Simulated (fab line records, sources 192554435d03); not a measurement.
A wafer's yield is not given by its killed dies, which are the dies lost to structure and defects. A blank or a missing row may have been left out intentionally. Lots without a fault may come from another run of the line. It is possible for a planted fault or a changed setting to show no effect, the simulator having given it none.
Lot-split experiment | flow n5Finfet | 21 wafers read across 7 lots, on a route 1938 steps long

THE SPLIT ITSELF
At N5_BEOL_M7_ETCH_41 (etches SiCN in CH3F/O2, target depth 31.9 nm, time 57.8 s), the setting sourceW was moved away from the recipe's 395 W on 7 of the 21 wafers read, by -14.5% to +11.2%. For the rest of the wafers, this setting stayed at what the recipe calls for.

The reading comes from the split's own step.

THE READING
rfVppV, in V, at N5_BEOL_M7_ETCH_41 (etches SiCN in CH3F/O2, target depth 31.9 nm, time 57.8 s). Fault-free wafers of this fab line usually give 297.2 V, standard deviation 1.8 V.

wafer  | tool, chamber at the split | sourceW as run, W | against the recipe | rfVppV, V | against lot-mates on the recipe
L076.2 | rieDiel-05, 3              | 417               | +5.6%              | 294.4     | -1.2
L076.5 | rieDiel-05, 2              | 417               | +5.6%              | 293.3     | -2.3
L076.6 | rieDiel-05, 1              | 395               | recipe             | 295.6     | -
L080.1 | rieDiel-01, 2              | 395               | recipe             | 299.5     | -
L080.3 | rieDiel-01, 1              | 395               | recipe             | 298.1     | -
L080.6 | rieDiel-01, 2              | 337.7             | -14.5%             | 315.5     | +16.7
L079.1 | rieDiel-05, 0              | 395               | recipe             | 299.1     | -
L079.2 | rieDiel-05, 1              | 395               | recipe             | 295.7     | -
L079.3 | rieDiel-05, 2              | 395               | recipe             | 299.1     | -
L083.4 | rieDiel-02, 1              | 395               | recipe             | 298.7     | -
L083.5 | rieDiel-02, 2              | 395               | recipe             | 297.4     | -
L083.6 | rieDiel-02, 3              | 430.7             | +9.0%              | 285.5     | -12.5
L086.2 | rieDiel-05, 0              | 395               | recipe             | 299.4     | -
L086.3 | rieDiel-05, 3              | 439.3             | +11.2%             | 287.3     | -12.1
L086.4 | rieDiel-05, 2              | 439.3             | +11.2%             | 288.5     | -10.9
L091.1 | rieDiel-02, 1              | 351.8             | -10.9%             | 309.4     | +13.2
L091.2 | rieDiel-02, 3              | 395               | recipe             | 294.3     | -
L091.3 | rieDiel-02, 2              | 395               | recipe             | 298.0     | -
L092.3 | rieDiel-05, 3              | 395               | recipe             | 299.1     | -
L092.4 | rieDiel-05, 0              | 395               | recipe             | 298.6     | -
L092.5 | rieDiel-05, 3              | 395               | recipe             | 297.7     | -

THE FIT
A straight line over all 21 wafers: rfVppV changes by -1.06 V for each +1% of sourceW; r = -0.96; the points scatter about the line by 1.8 V.
The same after taking each lot's own level away (the mean of its wafers on the recipe; 21 wafers): -1.08 V for each +1%; r = -0.96; scatter 1.8 V.
The reading moves by 16 V for the largest change in sourceW, on that fit.
The span of the lots' own levels, 295.60 to 299.40 V, comes to 2.1 times the standard deviation stated above.
The two slopes are in agreement: the lot-to-lot level therefore moves the slope only a little.
Check: for one of the wafers moved furthest among these (-14.5%), held out of the fit, the line's prediction against its lot-mates is +15.8 V. Against them it came out at +16.7 V.
Tool readings at the split's step, against how far the setting was moved: rfVppV r = -0.96.

THE OTHER SPLITS THESE WAFERS WENT THROUGH
Before the reading, these wafers also passed through other splits. Each is held against what the fit with the lots' levels taken away leaves over:
other split on the same wafers  | wafers away from the commonest value | r with rfVppV (lot level and that fit taken away)
N5_BEOL_M5_VIA_ETCH_34 biasW    | 9                                    | -0.12
N5_BEOL_M5_ETCH_41 sourceW      | 7                                    | +0.08
N5_BEOL_M6_EXPOSE_08 doseMj     | 4                                    | -0.14
N5_BEOL_M7_PECVD_70 tempC       | 3                                    | -0.40
N5_BEOL_M7_TRENCH_ETCH_37 timeS | 5                                    | -0.16

THE FILE'S OWN FIT
rfVppV changes by -1.13 V for each +1% of sourceW, r = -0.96.
